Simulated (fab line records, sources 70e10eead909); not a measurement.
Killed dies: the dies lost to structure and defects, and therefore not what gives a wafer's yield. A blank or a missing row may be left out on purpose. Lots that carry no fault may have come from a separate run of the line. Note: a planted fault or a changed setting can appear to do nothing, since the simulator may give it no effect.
Which of the tools did it? ; flow nandHarc ; 6 lots (18 wafers sampled), 1 step of a 1302-step route

== WHAT THE GAUGES READ, wafer by wafer ==
NHARC_P_BONDPAD_THK_MEAS_33: measures by ellipsometry.
lot;measured;on;thkNm (nm)
L928;day 7 04:29;filmMetro-02;201.3 197.3 199.8
L935;day 10 04:29;filmMetro-01;199.8 200.5 197.5
L936;day 10 18:21;filmMetro-02;198.1 198.7 200.5
L939;day 11 17:51;filmMetro-01;200.6 201.0 200.4
L948;day 15 16:23;filmMetro-02;201.5 202.2 201.1
L950;day 16 01:43;filmMetro-02;202.3 198.7 200.7

== EACH LOT AND THE TOOL THAT RAN IT (in order: tool; ch and the chambers of the sampled wafers; start) ==
The record shows no process step preceding these readings.

== THE ANSWER, worked out from the rows above alone ==
Rule: what is usual is taken from the lots themselves. Put in order of their means at a reading, lots are off if they are a third of the lots or fewer, leave a main group of 4 or more, and stand apart from it by a gap of 3 or more times the standard deviation of the main group's means; of several such gaps the widest counts. The tables above print the reading to a certain number of digits; a main group whose means all agree to those digits is not used. Also off: a lot with no number at a reading for which 4 or more lots have one. The other lots that the step has rows for count as sound.
No lot is off on any of the readings shown, so nothing can be concluded from this.

== WHAT THE SIMULATOR HAD INSERTED ==
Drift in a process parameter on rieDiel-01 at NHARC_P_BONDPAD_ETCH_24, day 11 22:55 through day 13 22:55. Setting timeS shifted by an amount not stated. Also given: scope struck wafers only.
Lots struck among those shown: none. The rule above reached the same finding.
